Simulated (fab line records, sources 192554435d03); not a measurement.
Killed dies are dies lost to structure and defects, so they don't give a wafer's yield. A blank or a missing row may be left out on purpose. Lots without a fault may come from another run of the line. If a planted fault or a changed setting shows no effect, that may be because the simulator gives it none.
Chamber matching | flow n5Finfet | pecvd-01 running N5_BEOL_M10_PECVD_70: 3 sister chambers
The step deposits SiO2 from TEOS/O2, target thk 20 nm, time 22.7 s. 24 wafers are shown with their chamber, then 12 later ones without.

## EACH WAFER AND ITS CHAMBER
wafer  | chamber | showerheadPlenumPTorr (Torr) | throttleValvePct (%) | heaterPowerW (W)
L075.3 | 1       | 8.72                         | 21.8                 | 619
L075.4 | 0       | 8.86                         | 22.3                 | 775
L075.5 | 0       | 8.87                         | 22.4                 | 744
L077.3 | 2       | 8.85                         | 20.4                 | 832
L077.4 | 1       | 8.73                         | 21.9                 | 626
L077.6 | 2       | 8.82                         | 20.3                 | 671
L078.2 | 0       | 8.87                         | 22.1                 | 721
L078.4 | 1       | 8.75                         | 21.7                 | 532
L078.6 | 2       | 8.84                         | 20.5                 | 742
L079.1 | 0       | 8.87                         | 22.2                 | 766
L079.2 | 1       | 8.72                         | 21.9                 | 600
L079.4 | 2       | 8.84                         | 20.2                 | 814
L080.1 | 1       | 8.72                         | 21.8                 | 619
L080.3 | 0       | 8.88                         | 22.6                 | 803
L080.6 | 1       | 8.72                         | 21.7                 | 614
L083.1 | 0       | 8.87                         | 22.6                 | 752
L083.4 | 2       | 8.83                         | 20.5                 | 787
L083.5 | 0       | 8.85                         | 22.5                 | 752
L089.4 | 0       | 8.86                         | 22.4                 | 755
L089.5 | 2       | 8.84                         | 20.8                 | 760
L089.6 | 1       | 8.74                         | 21.7                 | 635
L088.2 | 2       | 8.83                         | 20.6                 | 814
L088.5 | 1       | 8.74                         | 21.8                 | 651
L088.6 | 2       | 8.84                         | 20.4                 | 804

SIGNATURES, as means of the wafers listed above
reading               | chamber 0 | chamber 1 | chamber 2 | scatter within a chamber
showerheadPlenumPTorr | 8.8662    | 8.7300    | 8.8362    | 0.0102
throttleValvePct      | 22.387    | 21.788    | 20.462    | 0.157
heaterPowerW          | 758.50    | 612.00    | 778.00    | 39.2
Rule: distance of a wafer from a chamber = root of the sum over the readings of ((wafer's reading minus chamber's mean) / reading's scatter) squared. If the next closest chamber is less than 2 further off than the closest, the wafer can't be placed; otherwise it belongs to the closest. The scatter: the root of (the sum of the squares of (reading less its chamber's mean) over the shown wafers, divided by (wafers less chambers)).

## WAFERS WHOSE CHAMBER IS MISSING
wafer  | showerheadPlenumPTorr (Torr) | throttleValvePct (%) | heaterPowerW (W)
L091.1 | 8.70                         | 21.8                 | 607
L091.2 | 8.85                         | 22.4                 | 754
L091.3 | 8.81                         | 20.5                 | 717
L090.1 | 8.72                         | 21.6                 | 539
L090.2 | 8.87                         | 22.5                 | 812
L090.3 | 8.83                         | 20.6                 | 846
L090.4 | 8.71                         | 21.8                 | 538
L090.5 | 8.84                         | 20.8                 | 834
L090.6 | 8.86                         | 22.4                 | 818
L095.1 | 8.82                         | 20.6                 | 755
L095.3 | 8.86                         | 22.7                 | 785
L095.4 | 8.71                         | 21.8                 | 632

## WHICH CHAMBER EACH WENT THROUGH
wafer  | from the rows above | in truth
L091.1 | 1                   | 1
L091.2 | 0                   | 0
L091.3 | 2                   | 2
L090.1 | 1                   | 1
L090.2 | 0                   | 0
L090.3 | 2                   | 2
L090.4 | 1                   | 1
L090.5 | 2                   | 2
L090.6 | 0                   | 0
L095.1 | 2                   | 2
L095.3 | 0                   | 0
L095.4 | 1                   | 1
Placed correctly: 12 of 12. From these rows, 0 cannot be placed. Number placed wrongly: 0.
